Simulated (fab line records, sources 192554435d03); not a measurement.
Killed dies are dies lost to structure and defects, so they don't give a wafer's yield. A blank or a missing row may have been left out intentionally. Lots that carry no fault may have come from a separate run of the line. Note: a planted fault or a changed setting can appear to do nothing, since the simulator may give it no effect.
Struck lot and sound lot, side by side    flow n5-finfet    15 steps out of a route of 1938
Sound: these wafers, L528.4, L528.5, L528.6. Wafers L539.1, L539.2, L539.5 were the ones struck. Last of all comes the cause.
At each step with rows: each side's tool, then ch and its chambers, then its first start. Under that, the readings that differ: sound wafers    struck wafers    difference of the means    sigmas: that difference in standard deviations of wafers without a fault.
alike: words and numbers the same on both sides, and readings whose means are apart by under 2 such deviations; not compared: readings that were withheld, readings missing a value for some wafer, numbers with overlapping values and no deviation given by the record, and bounds like >300 which may hide the same value.
A row with sigmas, a row that says differs or no value, or rows on one side alone: a step with any of these is where the two part. Non-overlapping numbers with no deviation appear without sigmas and do not part them. A reading that every wafer of one side lacks parts them only if that side has two wafers or more.

N5_BEOL_M15_STRIP_36: strips in O2.
  sound on rie-diel-03 ch 0,1,2, day 13 09:32; struck on rie-diel-03 ch 0,1,3, day 15 17:13
  alike: drypump-motor-current-A, o2-flow-sccm, oes-product-au, rf-vpp-V, showerhead-plenum-p-Torr, throttle-valve-pct
  not compared: rf-hours-counter-h
then, 2 steps without rows for these wafers: N5_BEOL_M15_STRIP_62 (strips in O2); N5_BEOL_M15_STRIP_37 (strips in O2).
N5_BEOL_M15_ETCH_38: etches SiCN in CF4/N2, target depth 106.4 nm, time 120.5 s.
  sound: rie-diel-03 ch 0,1,2; struck: rie-diel-03 ch 0,1,3
  alike: drypump-motor-current-A, oes-product-au, rf-vpp-V, showerhead-plenum-p-Torr, throttle-valve-pct
  not compared: rf-hours-counter-h
then, 2 steps without rows for these wafers: N5_BEOL_M15_PRECLEAN_39 (cleans in residue remover, time 60 s); N5_BEOL_M15_SRD_40 (time 30 s, dry time 30 s).
N5_BEOL_M15_DEGAS_41: time 60 s.
  struck on pvd-sputter-03, day 15 18:11; sound on pvd-sputter-02, day 13 09:53
  alike: heater-power-w, susceptor-temp-C
N5_BEOL_M15_PRE_CLEAN_42: time 30 s.
  struck on pvd-sputter-03, day 15 18:14; sound on pvd-sputter-02, day 13 09:55
  alike: heater-power-w, susceptor-temp-C
N5_BEOL_M15_SPUTTER_43: material TaN, target thk 15 nm, time 24.19 s.
  struck on pvd-sputter-03, day 15 18:16; sound on pvd-sputter-02, day 13 09:58
reading               sound              struck             difference  sigmas
susceptor-temp-C (C)  50.20 50.06 50.20  49.76 49.84 50.01  -0.28       -2
  alike: cathode-dc-power-W, throttle-valve-pct
then, 3 steps without rows for these wafers: N5_BEOL_M15_SPUTTER_44 (material Ta, target thk 15 nm, time 24.19 s); N5_BEOL_M15_SPUTTER_45 (material Cu, target thk 100 nm, time 16.67 s); N5_BEOL_M15_ECD_47 (material Cu, target thk 1860 nm).
N5_BEOL_M15_ANNEAL_48: time 90 s.
  sound on rtp-anneal-02 ch 0, day 13 10:37; struck on rtp-anneal-02 ch 0, day 15 18:47
reading           sound                 struck                difference  sigmas
wafer_temp_C_max  225.93 225.98 226.03  244.81 244.37 244.55  +18.60      +85
then, 1 step without rows for these wafers: N5_BEOL_M15_CMP_49 (polishes, stops on SiO2, t overpolish 4.9 s, target thk 850 nm).
N5_PASSIVATION_PROBE_49:
  the record has rows for the struck wafers here (prober-01, day 16 09:22) and none for the sound ones

WHERE THEY PART
First at N5_BEOL_M15_SPUTTER_43; last, within this record, at N5_PASSIVATION_PROBE_49.

WHY: the cause the simulator had injected
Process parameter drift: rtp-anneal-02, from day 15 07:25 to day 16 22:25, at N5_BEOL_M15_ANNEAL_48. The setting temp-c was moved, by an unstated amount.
